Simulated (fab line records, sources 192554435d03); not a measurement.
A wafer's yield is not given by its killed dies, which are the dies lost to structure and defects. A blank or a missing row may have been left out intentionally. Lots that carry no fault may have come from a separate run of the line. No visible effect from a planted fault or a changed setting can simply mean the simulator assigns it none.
Comparing a struck lot with a sound one ; flow n5 finfet ; 16 steps out of a route of 1938
Sound: wafers L852.3, L852.4, L852.6. Struck: wafer L866.5 (left out: L866.3, L866.4 of the same lot, which were not struck); the cause appears at the end.
Per side, at each step with rows, come the tool, then ch with its chambers, and then its first start. Under that, the readings that differ: sound wafers ; struck wafers ; difference of the means ; sigmas: that difference in standard deviations of wafers without a fault.
alike: words and numbers the same on both sides, and readings whose means are apart by under 2 such deviations; not compared: readings that were withheld, readings missing a value for some wafer, numbers with overlapping values and no deviation given by the record, and bounds like >300 which may hide the same value.
A row with sigmas, a row that says differs or no value, or rows on one side alone: a step with any of these is where the two part. Numbers that have no deviation but don't overlap get no sigmas and don't part them. A reading missing from all wafers of one side parts the sides only when that side holds two or more wafers.

first, 6 steps without rows for these wafers: N5_BEOL_M2_COAT_05 (resist thk 30 nm); N5_BEOL_M2_EBR_07; N5_BEOL_M2_SOFTBAKE_06 (time 60 s); N5_BEOL_M2_EXPOSE_08 (exposes mask M2); N5_BEOL_M2_PEB_09 (peb time 60 s); N5_BEOL_M2_DEVELOP_10 (develop time 30 s).
N5_BEOL_M2_CD_MEAS_11: the cd target is 16.79 nm.
  sound on cd sem-03 ch 0, day 7 04:47; struck on cd sem-03 ch 0, day 10 19:53
  alike: cd nm
N5_BEOL_M2_OVL_MEAS_12:
  sound on overlay-02 ch 0, day 7 04:49; struck on overlay-01 ch 0, day 10 19:56
  alike: M2_OVL
N5_BEOL_M2_INSPECT_13: inspects for defects (brightfield).
  struck on defect inspect-01, day 10 19:59; sound on defect inspect-02, day 7 04:53
  alike: raw defect count
N5_BEOL_M2_DESCUM_16: chemistry O2, time 7 s.
  sound on rie diel-05 ch 0,2,3, day 7 04:55; struck on rie diel-05 ch 2, day 10 20:01
  alike: drypump motor current A, oes product au, rf vpp V, showerhead plenum p Torr, throttle valve pct
  not compared: rf hours counter h
N5_BEOL_M2_ETCH_74: etches underlayer in N2/H2, target depth 6.5 nm, time 5.2 s.
  sound on rie diel-05 ch 0,2,3, day 7 04:56; struck on rie diel-05 ch 2, day 10 20:02
  alike: bias w, drypump motor current A, etch rf on time s, h2 flow sccm, oes product au, rf vpp V, showerhead plenum p Torr, throttle valve pct
  not compared: rf hours counter h
N5_BEOL_M2_ETCH_63: etches SiARC in CF4, target depth 15.6 nm, time 26 s.
  sound on rie diel-05 ch 0,2,3, day 7 04:58; struck on rie diel-05 ch 2, day 10 20:04
  alike: bias w, drypump motor current A, etch rf on time s, oes product au, rf vpp V, showerhead plenum p Torr, throttle valve pct
  not compared: rf hours counter h
N5_BEOL_M2_ETCH_64: etches SOC in N2/H2, target depth 75 nm, overetch 22.5 nm, time 121.9 s.
  sound on rie diel-05 ch 0,2,3, day 7 04:59; struck on rie diel-05 ch 2, day 10 20:05
reading;sound;struck;difference;sigmas
bias w (W);150.5 149.7 149.8;202.4;+52.4;+99 or more
rf vpp V (V);525.1 523.4 527.6;633.5;+108.1;+49
model.SiARC_of_BEOL_M2_COAT_62.thk nm (nm);6.2 6.4 6.2;3.6;-2.7;
  alike: drypump motor current A, h2 flow sccm, oes product au, showerhead plenum p Torr, throttle valve pct
  not compared: rf hours counter h
then, 1 step without rows for these wafers: N5_BEOL_M2_STRIP_65 (strips in N2/H2).
N5_BEOL_M4_RC_MEAS_101:
  sound on prober-02 ch 0, day 8 10:46; struck on prober-02 ch 0, day 12 09:02
  alike: DIBL_N, DIBL_P, IOFF_N, IOFF_P, ION_N, ION_P, SS_N, SS_P, VT_N, VT_P
N5_PASSIVATION_PROBE_49:
  rows exist in the record for the sound wafers here (prober-02, day 12 14:05), none for the struck ones

## WHERE THEY PART
Earliest at N5_BEOL_M2_ETCH_64; latest, in this record, at N5_PASSIVATION_PROBE_49.

WHY: what had been put in by the simulator
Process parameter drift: rie diel-05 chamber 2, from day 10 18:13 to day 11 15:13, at N5_BEOL_M2_ETCH_64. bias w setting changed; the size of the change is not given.
